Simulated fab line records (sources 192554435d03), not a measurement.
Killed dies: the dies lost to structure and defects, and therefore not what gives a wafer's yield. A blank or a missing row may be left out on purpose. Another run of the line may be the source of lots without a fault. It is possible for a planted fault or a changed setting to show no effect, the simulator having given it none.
Which tool is to blame? || flow n5_finfet || route of 1938 steps, sampled at 1 step: 6 lots, 15 wafers

== WHAT THE GAUGES SHOWED, per wafer ==
N5_BEOL_M8_OVL_MEAS_12.
{"lot": "L939", "measured": "day 10 12:01", "on": "overlay-01", "M8_OVL (nm)": "-0.8 0.2"}
{"lot": "L941", "measured": "day 11 07:25", "on": "overlay-02", "M8_OVL (nm)": "-0.2 -0.8"}
{"lot": "L947", "measured": "day 12 11:58", "on": "overlay-01", "M8_OVL (nm)": "-2.0 -0.9"}
{"lot": "L948", "measured": "day 13 01:55", "on": "overlay-02", "M8_OVL (nm)": "-0.6 0.6 0.4"}
{"lot": "L956", "measured": "day 15 11:47", "on": "overlay-02", "M8_OVL (nm)": "0.6 -0.1 1.0"}
{"lot": "L957", "measured": "day 15 23:36", "on": "overlay-02", "M8_OVL (nm)": "-1.9 -2.1 -1.8"}

== WHAT TOOL EACH LOT RAN ON (gives the tool, then ch and the chambers of the sampled wafers, and finally the start) ==
The record shows no process step preceding these readings.

== THE ANSWER, worked out from the rows above alone ==
Rule: usual is defined by the lots themselves. Put in order of their means at a reading, lots are off if they are a third of the lots or fewer, leave a main group of 4 or more, and stand apart from it by a gap of 3 or more times the standard deviation of the main group's means; of several such gaps the widest counts. A main group is skipped when, at the precision printed for the reading in the tables above, its means are all equal. A lot without any number at a reading at which 4 lots or more have one is off too. All remaining lots with rows at the step are treated as sound.
Across all readings shown, no lot is off: no conclusion can be drawn from this.

== WHAT WAS PUT IN BY THE SIMULATOR ==
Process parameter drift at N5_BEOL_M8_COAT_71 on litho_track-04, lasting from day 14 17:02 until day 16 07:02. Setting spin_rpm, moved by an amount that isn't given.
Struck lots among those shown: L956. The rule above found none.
